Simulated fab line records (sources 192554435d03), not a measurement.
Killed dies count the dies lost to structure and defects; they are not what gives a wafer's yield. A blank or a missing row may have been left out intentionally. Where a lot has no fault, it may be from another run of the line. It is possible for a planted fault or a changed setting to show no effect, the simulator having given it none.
Which of the tools did it?    flow n5-finfet    10 lots with 30 wafers sampled at 5 steps, on a route of 1938 steps

## WHAT THE GAUGES SHOWED, per wafer
N5_BEOL_M0_RS_MEAS_126: the measuring method here is four-point-probe.
lot   measured      on             M0_RS (ohm/sq)
L147  day 6 07:05   film-metro-02  0.528 0.556 0.528
L149  day 6 18:25   film-metro-01  0.537 0.533 0.515
L150  day 6 20:47   film-metro-01  0.535 0.533 0.535
L154  day 8 03:42   film-metro-02  0.544 0.529 0.536
L157  day 9 04:53   film-metro-02  0.525 0.510 0.503
L159  day 9 11:29   film-metro-01  0.535 0.524 0.524
L161  day 9 17:59   film-metro-02  0.532 0.549 0.527
L162  day 10 03:45  film-metro-01  0.530 0.293 0.523
L163  day 10 06:37  film-metro-01  0.532 0.299 0.291
L164  day 10 18:41  film-metro-02  0.530 0.514 0.530

## WHICH TOOL RAN EACH LOT (tool, then ch and the chambers of the sampled wafers, then the start)
lot   N5_BEOL_M0_SAQP_ILD_DEP_01      N5_BEOL_M0_SPUTTER_116        N5_BEOL_M0_SPUTTER_132        N5_BEOL_M0_PRE_CLEAN_131
L147  pecvd-03 ch 1,2, day 5 16:55    pvd-sputter-02, day 6 05:37   pvd-sputter-02, day 6 05:44   cvd-co-01 ch 0,2, day 6 06:49
L149  pecvd-03 ch 1,2, day 6 04:35    pvd-sputter-02, day 6 17:00   pvd-sputter-02, day 6 17:07   cvd-co-02 ch 0,1,2, day 6 18:11
L150  pecvd-03 ch 0,1,2, day 6 07:35  pvd-sputter-01, day 6 19:23   pvd-sputter-01, day 6 19:30   cvd-co-02 ch 0,1,2, day 6 20:34
L154  pecvd-03 ch 0,1,2, day 7 09:20  pvd-sputter-02, day 8 02:18   pvd-sputter-02, day 8 02:25   cvd-co-02 ch 0,1, day 8 03:29
L157  pecvd-02 ch 1,2, day 8 13:43    pvd-sputter-02, day 9 03:29   pvd-sputter-02, day 9 03:36   cvd-co-02 ch 0,1, day 9 04:40
L159  pecvd-01 ch 0,1,2, day 8 18:45  pvd-sputter-03, day 9 09:12   pvd-sputter-03, day 9 09:19   cvd-co-01 ch 0,1,2, day 9 11:17
L161  pecvd-01 ch 1,2, day 9 04:45    pvd-sputter-03, day 9 16:25   pvd-sputter-03, day 9 16:32   cvd-co-02 ch 0,2, day 9 17:45
L162  pecvd-01 ch 0,1, day 9 11:19    pvd-sputter-03, day 10 01:59  pvd-sputter-03, day 10 02:07  cvd-co-02 ch 0,1,2, day 10 03:32
L163  pecvd-01 ch 1,2, day 9 18:15    pvd-sputter-03, day 10 05:13  pvd-sputter-03, day 10 05:20  cvd-co-01 ch 0,2, day 10 06:24
L164  pecvd-02 ch 0,1,2, day 9 23:10  pvd-sputter-02, day 10 17:14  pvd-sputter-02, day 10 17:21  cvd-co-01 ch 0,1,2, day 10 18:28
- N5_BEOL_M0_SAQP_ILD_DEP_01: deposits SiOC from DEMS/O2, target thk 45.419 nm, time 8.7 s.
- N5_BEOL_M0_SPUTTER_116: material Cu, target thk 4 nm, time 7.37 s.
- N5_BEOL_M0_SPUTTER_132: material Cu, target thk 4 nm, time 7.37 s.
- N5_BEOL_M0_PRE_CLEAN_131: time 15 s.

## THE ANSWER, worked out from the rows above alone
Rule: what is usual is taken from the lots themselves. The widest of any qualifying gaps counts: lots, ordered by their means at a reading, are off when they make up no more than a third of the lots, leave a main group of 4 or more, and stand apart from it by 3 or more times the standard deviation of that group's means. A main group whose means are all the same, to the digits that the tables above print for the reading, isn't used. Also off: a lot with no number at a reading for which 4 or more lots have one. All remaining lots with rows at the step are treated as sound.
Off: L162, L163, at N5_BEOL_M0_RS_MEAS_126 (M0_RS). For the main group the mean is 0.530 ohm/sq and the standard deviation 0.0078.
If a tool, at a process step before that reading, ran all the lots that are off and no sound lot after the first of them, it fits. Gauges at N5_BEOL_M0_RS_MEAS_126: tried the same way as those tools. Can't be told from this: 3 tools fit, pecvd-01 at N5_BEOL_M0_SAQP_ILD_DEP_01, pvd-sputter-03 at N5_BEOL_M0_SPUTTER_116 and N5_BEOL_M0_SPUTTER_132, film-metro-01 at N5_BEOL_M0_RS_MEAS_126.

## WHAT THE SIMULATOR HAD PUT IN
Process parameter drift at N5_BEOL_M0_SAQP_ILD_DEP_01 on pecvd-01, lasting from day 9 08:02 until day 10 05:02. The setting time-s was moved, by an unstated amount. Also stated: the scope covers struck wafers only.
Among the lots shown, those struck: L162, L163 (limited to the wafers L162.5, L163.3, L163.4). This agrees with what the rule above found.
